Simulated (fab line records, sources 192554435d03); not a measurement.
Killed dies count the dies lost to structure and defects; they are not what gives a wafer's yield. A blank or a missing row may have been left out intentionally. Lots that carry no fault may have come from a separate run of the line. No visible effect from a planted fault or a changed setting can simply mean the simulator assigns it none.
fab line records | flow n5Finfet | part 2 of 2: steps 18 to 28 of 28
[record] lots = 5 wafers = 15 lastDay = 18
route steps=1938 shown MOL_CONTACT_COAG@570
lots with no fault: from the same line, run without faults
startH: hours from the record's opening day to when the first of the lot's shown wafers began | waitH: hours elapsed since this lot's preceding step | " identical to the entry in the row above | L1.1+2: several wafers, shown together as one row | - no value present, or no start provided | * or withheld: withheld | < > ~ a bound
route shown NAME@n: NAME is a module with steps in the file, n the number in the route of the first one | usual: mean/standard deviation of fault-free wafers | same: alike in all rows | chamber/n: place in a boat | sites: per-site readings | _std_site: standard deviation across them | _edge_site: inner sites' mean taken away from outer sites' mean | radiusMm: how far each site lies from the wafer's centre | mask NAME#n: copy n | behind: tool/chamber where the wafer was last shaped | hold: the reason the lot was held/the length of the hold in hours/how it ended | device: the n, p or np transistor that did not switch | end of line: the same wafers' tests at the end of the route | a step without rows: its recipe alone | killed: dies that structure and defects cost at the first sort, which is not the same as the wafer's yield | map: a wafer's dies, marking killed ones x, the rest . and places with no die _
set.NAME: the setting that was run; set.NAME@STEP: the one run at that earlier step | model.NAME: the simulator's own value behind a step, which no gauge read
lots at some steps of the route; a table a step, a row a wafer
services: from which hour (startH, from the record's first day; less than 0 if before it) a tool's chamber was out of use, for how many hours, and why
[[steps]]
[step N5_MOL_CONTACT_COAG_STRIP_96]
[recipe] chemistry = N2/H2 powerW = 500 tempC = 40 pressureMtorr = 50 rfFrequencyHz = 6e+07 overashFraction = 0.3 biasPowerW = 28 h2Frac = 0.5 n2FlowSccm = 300 h2FlowSccm = 300
[usual] drypumpMotorCurrentA = 5.8/0.53 h2FlowSccm = 300.1/0.8 oesProductAu = 0.79/0.095 rfVppV = 122.3/1.3 showerheadPlenumPTorr = 3.42/0.13 throttleValvePct = 18.8/0.39
// columns lot.wafer tool chamber startH waitH drypumpMotorCurrentA h2FlowSccm oesProductAu rfHoursCounterH rfVppV showerheadPlenumPTorr throttleValvePct
L077.2 rieDiel-06 0 116.28 0.0 5.8 298.5 0.72 195 122.7 3.47 18.9
L077.4 " 1 " " 6.6 300.4 0.74 180 121.5 3.47 18.5
L077.5 " 1 " " 6.6 299.4 0.74 - 122.0 3.47 18.6
L085.1 rieDiel-01 2 165.48 0.0 5.2 300.2 0.86 50 123.7 3.58 18.8
L085.2 " 1 " " 5.7 300.7 0.68 247 120.8 3.15 18.3
L085.4 " 0 " " 6.3 299.6 0.78 108 123.9 3.51 18.5
L089.2 rieDiel-06 1 193.61 0.0 6.6 300.2 0.72 209 121.9 3.46 18.6
L089.3 " 3 " " 5.4 300.2 0.95 7 125.3 3.56 18.6
L089.4 " 0 " " 5.8 299.7 0.70 223 124.0 3.45 19.0
L093.1 rieDiel-06 3 220.75 0.0 5.4 300.7 0.92 19 123.7 3.55 18.6
L093.2 " 0 " " 5.7 299.6 0.68 235 124.6 3.45 19.0
L093.5 " 3 " " 5.4 299.8 0.91 - 121.3 3.55 18.6
L096.2 rieDiel-01 0 238.78 0.0 6.3 301.5 0.75 139 123.7 3.49 18.5
L096.3 " 1 " " 5.8 299.8 1.00 3 121.2 3.55 17.9
L096.4 " 2 " " 5.2 298.7 0.81 81 121.7 3.56 18.9
[step N5_MOL_CONTACT_COAG_ETCH_47]
[recipe] chemistry = CH3F/O2 target = SiNx targetDepthA = 270 maskMaterial = SiO2 stopOn = W overEtchFrac = 0.2 ionEnergyEv = 120 endpoint = OES-CN pressureMtorr = 30 sourceW = 395 biasW = 73 Ar_flow_sccm = 150 CH3F_flow_sccm = 30 O2_flow_sccm = 20 ends = endPoint
[usual] drypumpMotorCurrentA = 5.8/0.53 etchRfOnTimeS = 31.0/0.6 oes_ar_750_au = 0.79/0.094 oesProductAu = 0.70/0.085 rfVppV = 298/6.7 showerheadPlenumPTorr = 2.04/0.07 throttleValvePct = 16.31/0.19
// columns lot.wafer tool chamber startH waitH drypumpMotorCurrentA etchRfOnTimeS oes_ar_750_au oesProductAu rfHoursCounterH rfVppV showerheadPlenumPTorr throttleValvePct
L077.2 rieDiel-06 0 116.32 0.0 5.7 30.6 0.70 0.64 195 307 2.08 16.42
L077.4 " 1 " " 6.6 30.7 0.73 0.67 180 308 2.08 16.38
L077.5 " 1 " " 6.6 30.4 0.73 0.67 - 308 2.08 16.38
L085.1 rieDiel-01 2 165.52 0.0 5.2 30.1 0.86 0.77 50 301 2.12 16.08
L085.2 " 1 " " 5.7 31.1 0.68 0.60 247 286 1.90 16.38
L085.4 " 0 " " 6.3 31.6 0.78 0.69 108 298 2.10 16.18
L089.2 rieDiel-06 1 193.65 0.0 6.6 30.9 0.71 0.64 209 307 2.07 16.44
L089.3 " 3 " " 5.4 31.9 0.95 0.84 7 293 2.13 16.13
L089.4 " 0 " " 5.7 30.9 0.68 0.62 223 307 2.07 16.44
L093.1 rieDiel-06 3 220.79 0.0 5.4 32.2 0.90 0.80 19 293 2.12 16.14
L093.2 " 0 " " 5.7 30.9 0.67 0.61 235 306 2.07 16.46
L093.5 " 3 " " 5.4 31.7 0.90 0.82 - 293 2.13 16.15
L096.2 rieDiel-01 0 238.82 0.0 6.3 31.8 0.75 0.67 139 297 2.09 16.24
L096.3 " 1 " " 5.7 30.8 1.00 0.89 3 291 2.15 15.95
L096.4 " 2 " " 5.2 30.6 0.83 0.73 81 301 2.11 16.16
[step N5_MOL_CONTACT_COAG_STRIP_119]
[recipe] chemistry = N2/H2 timeS = 30 powerW = 1000 tempC = 250 pressureMtorr = withheld n2FlowSccm = 1750 h2FlowSccm = 3250
[usual] drypumpMotorCurrentA = 5.9/0.31 h2FlowSccm = 3250/9.9 heaterPowerW = 350/35
// columns lot.wafer tool chamber startH waitH drypumpMotorCurrentA h2FlowSccm heaterPowerW rfHoursCounterH
L077.2 plasmaAsher-02 1 116.40 0.1 5.8 3268 300 94
L077.4 " 0 " " 6.3 3248 372 -
L077.5 " 0 " " 6.3 3247 372 -
L085.1 plasmaAsher-01 0 165.60 0.1 6.0 3240 386 54
L085.2 " 1 " " 5.4 3250 329 54
L085.4 " 0 " " 6.0 3242 410 -
L089.2 plasmaAsher-01 0 193.74 0.1 6.0 3240 396 58
L089.3 " 0 " " 6.0 3249 397 -
L089.4 " 1 " " 5.5 3243 335 -
L093.1 plasmaAsher-01 1 220.87 0.1 5.5 3244 336 63
L093.2 " 0 " " 6.0 3245 400 63
L093.5 " 1 " " 5.4 3236 327 -
L096.2 plasmaAsher-02 1 238.90 0.1 5.8 3237 312 117
L096.3 " 0 " " 6.3 3259 365 -
L096.4 " 1 " " 5.8 3227 303 -
[step N5_MOL_CONTACT_COAG_PRECLEAN_144]
[recipe] chemistry = alkalineClean tempC = 60 timeS = 60 doPpb = 50
// columns lot.wafer tool chamber startH waitH
L077.2+4+5 wetBench-02 3,0,6 116.48 0.1
L085.1+2+4 wetBench-05 3,1,7 165.69 0.1
L089.2+3+4 wetBench-05 2,7,4 193.82 0.1
L093.1+2+5 wetBench-02 3,0,1 221.05 0.2
L096.2+3+4 wetBench-05 3,4,5 238.99 0.1
[step N5_MOL_CONTACT_COAG_SRD_145]
[recipe] dry = ipaMarangoni timeS = 30 tempC = 23 rinseLiquid = diw
// columns lot.wafer tool chamber startH waitH
L077.2+4+5 wetBench-02 3,0,6 116.50 0.0
L085.1+2+4 wetBench-05 3,1,7 165.70 0.0
L089.2+3+4 wetBench-05 2,7,4 193.84 0.0
L093.1+2+5 wetBench-02 3,0,1 221.07 0.0
L096.2+3+4 wetBench-05 3,4,5 239.03 0.0
[step N5_MOL_CONTACT_COAG_CD_MEAS_137]
[recipe] targetCdNm = 16
[usual] cdNm = 15.9/0.39
// columns lot.wafer tool chamber startH waitH cdNm
L077.2 cdSem-03 - 116.54 0.0 15.3
L077.4 " - " " 15.4
L077.5 " - " " 15.4
L085.1 cdSem-02 - 165.74 0.0 15.9
L085.2 " - " " 15.6
L085.4 " - " " 16.3
L089.2 cdSem-03 - 193.88 0.0 16.0
L089.3 " - " " 15.9
L089.4 " - " " 16.8
L093.1 cdSem-01 - 221.11 0.0 16.1
L093.2 " - " " 15.6
L093.5 " - " " 16.7
L096.2 cdSem-03 - 239.08 0.0 16.2
L096.3 " - " " 15.9
L096.4 " - " " 16.3
[step N5_MOL_CONTACT_COAG_COAT_62]
[recipe] resist = SOC tempC = 250 timeS = 60 spinRpm = 1500 resistThkNm = 60
// columns lot.wafer tool chamber startH waitH
L077.2+4+5 lithoTrack-01 0 116.58 0.0
L085.1+2+4 lithoTrack-02 0 165.78 0.0
L089.2+3+4 lithoTrack-01 0 193.92 0.0
L093.1+2+5 lithoTrack-01 0 221.15 0.0
L096.2+3+4 lithoTrack-05 0 239.12 0.0
[step N5_MOL_CONTACT_COAG_COAT_63]
[recipe] resist = SiARC tempC = 220 timeS = 60 spinRpm = 1500 resistThkNm = 10
// columns lot.wafer tool chamber startH waitH
L077.2+4+5 lithoTrack-01 0 - -
L085.1+2+4 lithoTrack-02 0 - -
L089.2+3+4 lithoTrack-01 0 - -
L093.1+2+5 lithoTrack-01 0 - -
L096.2+3+4 lithoTrack-05 0 - -
[step N5_MOL_CONTACT_COAG_COAT_64]
[recipe] resist = underlayer tempC = 205 timeS = 60 spinRpm = 1500 resistThkNm = 10
// columns lot.wafer tool chamber startH waitH
L077.2+4+5 lithoTrack-01 0 - -
L085.1+2+4 lithoTrack-02 0 - -
L089.2+3+4 lithoTrack-01 0 - -
L093.1+2+5 lithoTrack-01 0 - -
L096.2+3+4 lithoTrack-05 0 - -
[step N5_MOL_CONTACT_COAG_COAT_34]
[recipe] resist = CAR-EUV spinRpm = 1500 resistThkNm = 40
// columns lot.wafer tool chamber startH waitH
L077.2+4+5 lithoTrack-01 0 - -
L085.1+2+4 lithoTrack-02 0 - -
L089.2+3+4 lithoTrack-01 0 - -
L093.1+2+5 lithoTrack-01 0 - -
L096.2+3+4 lithoTrack-05 0 - -
[step N5_MOL_CONTACT_COAG_EBR_36]
[recipe] solvent = PGMEA ebrWidthMm = 1.5
// columns lot.wafer tool chamber startH waitH
L077.2+4+5 lithoTrack-01 0 - -
L085.1+2+4 lithoTrack-02 0 - -
L089.2+3+4 lithoTrack-01 0 - -
L093.1+2+5 lithoTrack-01 0 - -
L096.2+3+4 lithoTrack-05 0 - -
[[services]]
// columns tool chamber startH hours kind
euvScanner-01 - 94.22 1.0 pm
rieDiel-06 0 95.43 9.2 repair
rieDiel-01 0 107.19 29.5 repair
euvScanner-01 - 117.33 1.4 repair
aldSin-03 - 120.00 1.0 repair
rieDiel-06 3 136.50 - clean
rieDiel-06 3 136.50 - consumableReplace:focusRing
rieDiel-06 3 136.50 - consumableReplace:showerhead
rieDiel-06 3 136.50 34.7 scheduledDown
rieDiel-06 3 136.50 34.7 ventCycle
euvScanner-01 - 160.46 1.0 pm
rieDiel-06 2 169.03 5.1 repair
rieDiel-01 3 172.08 16.0 repair
rieDiel-01 1 175.77 9.0 repair
aldSin-03 - 176.75 14.0 pm
rieDiel-06 - 183.10 0.2 repair
rieDiel-03 3 184.82 4.3 repair
euvScanner-01 - 194.45 4.6 pm
plasmaAsher-01 - 197.93 1.5 repair
rieDiel-06 2 200.19 - clean
rieDiel-06 2 200.19 - consumableReplace:focusRing
euvScanner-01 - 206.52 1.0 pm
aldSin-02 - 224.06 3.7 repair
rieDiel-06 - 233.19 15.6 pm
